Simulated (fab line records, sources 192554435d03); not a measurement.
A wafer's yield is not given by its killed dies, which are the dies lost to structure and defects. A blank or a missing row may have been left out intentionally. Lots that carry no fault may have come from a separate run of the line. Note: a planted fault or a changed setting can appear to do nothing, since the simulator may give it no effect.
Split-lot experiment	flow n5Finfet	39 wafers read across 7 lots, on a route 1938 steps long

## ON THE SPLIT
At N5_DUMMY_GATE_ETCH_37 (etches SOC in N2/H2, target depth 60 nm, overetch 30 nm), the setting sourceW was moved away from the recipe's 840 W on 15 of the 39 wafers read, by -17.5% to +19.2%. For the rest of the wafers, this setting stayed at what the recipe calls for.

Reading taken at the split's own step.

## THE READING
rfVppV, in V, at N5_DUMMY_GATE_ETCH_37 (etches SOC in N2/H2, target depth 60 nm, overetch 30 nm). On this fab line, fault-free wafers typically give 524 V with a standard deviation of 3.1 V.

wafer	tool, chamber at the split	sourceW as run, W	against the recipe	rfVppV, V	against lot-mates on the recipe
L076.1	rieDiel-06, 0	840	recipe	524	-
L076.2	rieDiel-06, 2	840	recipe	528	-
L076.3	rieDiel-06, 1	1001	+19.2%	494	-33
L076.4	rieDiel-06, 3	1001	+19.2%	489	-38
L076.5	rieDiel-06, 2	840	recipe	528	-
L076.6	rieDiel-06, 1	1001	+19.2%	493	-34
L082.1	rieDiel-05, 1	973.1	+15.8%	500	-26
L082.2	rieDiel-05, 2	840	recipe	527	-
L082.3	rieDiel-05, 3	840	recipe	526	-
L082.4	rieDiel-05, 0	973.1	+15.8%	499	-27
L082.5	rieDiel-05, 0	840	recipe	525	-
L082.6	rieDiel-05, 1	973.1	+15.8%	501	-25
L086.1	rieDiel-06, 2	840	recipe	528	-
L086.2	rieDiel-06, 1	840	recipe	523	-
L086.3	rieDiel-06, 3	963.5	+14.7%	494	-29
L086.4	rieDiel-06, 2	963.5	+14.7%	507	-16
L086.5	rieDiel-06, 1	963.5	+14.7%	501	-22
L086.6	rieDiel-06, 3	840	recipe	519	-
L088.1	rieDiel-05, 3	693.2	-17.5%	560	+34
L088.2	rieDiel-05, 2	840	recipe	528	-
L088.3	rieDiel-05, 1	840	recipe	526	-
L088.4	rieDiel-05, 0	840	recipe	524	-
L088.5	rieDiel-05, 2	693.2	-17.5%	565	+39
L088.6	rieDiel-05, 1	693.2	-17.5%	560	+34
L091.1	rieDiel-06, 1	840	recipe	523	-
L091.2	rieDiel-06, 3	840	recipe	518	-
L091.3	rieDiel-06, 2	840	recipe	528	-
L091.4	rieDiel-06, 0	840	recipe	526	-
L091.5	rieDiel-06, 0	840	recipe	527	-
L091.6	rieDiel-06, 1	840	recipe	523	-
L093.2	rieDiel-05, 3	840	recipe	524	-
L093.3	rieDiel-05, 1	840	recipe	525	-
L093.6	rieDiel-05, 0	840	recipe	525	-
L097.1	rieDiel-05, 0	840	recipe	526	-
L097.2	rieDiel-05, 3	880.8	+4.9%	516	-10
L097.3	rieDiel-05, 2	840	recipe	527	-
L097.4	rieDiel-05, 1	880.8	+4.9%	516	-10
L097.5	rieDiel-05, 2	880.8	+4.9%	519	-7
L097.6	rieDiel-05, 1	840	recipe	526	-

THE FIT
A straight line over all 39 wafers: rfVppV changes by -1.81 V for each +1% of sourceW; r = -0.98; the points scatter about the line by 3.2 V.
The same after taking each lot's own level away (the mean of its wafers on the recipe; 39 wafers): -1.81 V for each +1%; r = -0.98; scatter 3.1 V.
The reading moves by 35 V for the largest change in sourceW, on that fit.
The lots' own levels span 523.3 to 526.7 V, that is 1.1 times the standard deviation above.
The two slopes agree, so the slope changes little with the lot-to-lot level.
Check: with one of the wafers moved furthest among these (+19.2%) left out of the fit, the line predicts -34.1 V for it against its lot-mates. Against them it came out at -32.7 V.
Tool readings at the split's step, against how far the setting was moved: rfVppV r = -0.98.

## FILE'S OWN FIT
rfVppV changes by -1.79 V for each +1% of sourceW, r = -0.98.
